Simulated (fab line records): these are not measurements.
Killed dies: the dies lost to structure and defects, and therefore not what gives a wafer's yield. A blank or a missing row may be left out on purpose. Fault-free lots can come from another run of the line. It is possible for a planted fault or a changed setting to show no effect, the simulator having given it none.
Chamber matching | flow n5_finfet | 4 sister chambers for N5_BEOL_M0_SAQP_MANDREL2_REMOVE_110 on rie_si-01
The step chemistry HBr/Cl2/O2, target a-Si, stops on SiCN, bt time 10 s. 18 wafers are shown with their chamber, then 9 later ones without.

## WAFERS, EACH WITH ITS CHAMBER
wafer  | chamber | drypump_motor_current_A (A) | oes_product_au (a.u.) | HBr_flow_sccm (sccm)
L076.1 | 0       | 5.0                         | 0.989                 | 149.5
L076.4 | 1       | 5.6                         | 0.982                 | 149.9
L076.6 | 0       | 5.0                         | 0.993                 | 150.4
L079.1 | 0       | 5.0                         | 0.998                 | 150.3
L079.2 | 1       | 5.7                         | 0.964                 | 149.7
L079.4 | 3       | 5.8                         | 0.997                 | 149.7
L081.1 | 2       | 5.8                         | 0.994                 | 150.4
L081.3 | 0       | 5.0                         | 1.005                 | 150.2
L081.5 | 1       | 5.6                         | 0.977                 | 150.3
L083.1 | 0       | 5.0                         | 0.986                 | 149.5
L083.5 | 3       | 5.8                         | 0.988                 | 150.3
L083.6 | 2       | 5.8                         | 1.000                 | 149.9
L084.3 | 3       | 5.9                         | 0.989                 | 149.5
L084.4 | 1       | 5.6                         | 0.965                 | 150.1
L084.5 | 3       | 5.8                         | 0.989                 | 150.0
L087.3 | 2       | 5.8                         | 0.993                 | 149.5
L087.4 | 3       | 5.9                         | 0.993                 | 149.7
L087.6 | 0       | 5.0                         | 0.981                 | 150.3

SIGNATURES (means of the wafers above)
reading                 | chamber 0 | chamber 1 | chamber 2 | chamber 3 | scatter within a chamber
drypump_motor_current_A | 5.000     | 5.625     | 5.800     | 5.840     | 0.0373
oes_product_au          | 0.99200   | 0.97200   | 0.99567   | 0.99120   | 0.00705
HBr_flow_sccm           | 150.033   | 150.000   | 149.933   | 149.840   | 0.366
Rule: a wafer lies at a distance from a chamber equal to the root of the sum of squares, over the readings, of (its reading less the chamber's mean, divided by the reading's scatter). If the next closest chamber is less than 2 further off than the closest, the wafer can't be placed; otherwise it belongs to the closest. How the scatter is found: for the shown wafers, subtract from each reading the mean of its chamber, square and add these, divide the total by (wafers less chambers), then take the root.

## WAFERS MISSING THEIR CHAMBER
wafer  | drypump_motor_current_A (A) | oes_product_au (a.u.) | HBr_flow_sccm (sccm)
L090.3 | 5.0                         | 1.002                 | 150.4
L090.4 | 5.8                         | 1.006                 | 149.1
L090.6 | 5.8                         | 1.005                 | 149.5
L094.1 | 5.6                         | 0.977                 | 149.9
L094.4 | 5.8                         | 1.004                 | 150.6
L094.6 | 5.9                         | 0.999                 | 149.6
L095.1 | 5.6                         | 0.976                 | 149.7
L095.3 | 5.8                         | 1.005                 | 149.8
L095.4 | 5.8                         | 1.005                 | 149.5

## WHICH CHAMBER EACH WENT THROUGH
wafer  | from the rows above     | in truth
L090.3 | 0                       | 0
L090.4 | can't be placed: 2 or 3 | 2
L090.6 | can't be placed: 2 or 3 | 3
L094.1 | 1                       | 1
L094.4 | can't be placed: 2 or 3 | 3
L094.6 | can't be placed: 3 or 2 | 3
L095.1 | 1                       | 1
L095.3 | can't be placed: 2 or 3 | 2
L095.4 | can't be placed: 2 or 3 | 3
Correct placement for 3 of the 9. Unplaceable from these rows: 6, with the true chamber sitting among the candidates in 6. Wrongly placed: 0.
